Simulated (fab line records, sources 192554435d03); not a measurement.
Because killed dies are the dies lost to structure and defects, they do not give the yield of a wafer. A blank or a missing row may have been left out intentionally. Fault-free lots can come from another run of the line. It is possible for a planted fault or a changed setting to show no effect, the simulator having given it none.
Matching of chambers	flow n5-finfet	uv-cure-01 running N5_BEOL_M10_CURE_72: 3 sister chambers
The step cures SiCOH lowk, time 120 s. 3 wafers are shown with their chamber, then 7 later ones without.

EACH WAFER AND ITS CHAMBER
wafer	chamber	wafer_temp_C_max
L077.6	1	371.1
L088.3	0	371.9
L089.4	2	371.5

WAFERS MISSING THEIR CHAMBER
wafer	wafer_temp_C_max
L089.6	371.5
L091.1	372.1
L091.4	371.7
L091.5	371.7
L096.1	371.5
L096.3	372.0
L096.5	371.5

THE CHAMBER EACH PASSED THROUGH
wafer	from the rows above	in truth
L089.6	2	2
L091.1	0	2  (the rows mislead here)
L091.4	can't be placed: 0 or 2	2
L091.5	can't be placed: 0 or 2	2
L096.1	2	2
L096.3	0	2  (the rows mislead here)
L096.5	2	2
Correct placement for 3 of the 7. Cannot be placed on the basis of these rows: 2; the candidates contain the true chamber in 2. 2 placed wrongly.
How it was worked out, from the rows above alone: a wafer's distance from a chamber is the root of the sum, over the readings, of the square of ((its reading less the chamber's mean) divided by the reading's scatter). The wafer belongs to the nearest chamber; if the next one is less than 2 further off, it can't be placed. For every chamber, the mean is computed from those of its wafers that are shown. The scatter: root of mean squared gap, hidden wafer to nearest shown wafer, with one shown wafer a chamber.
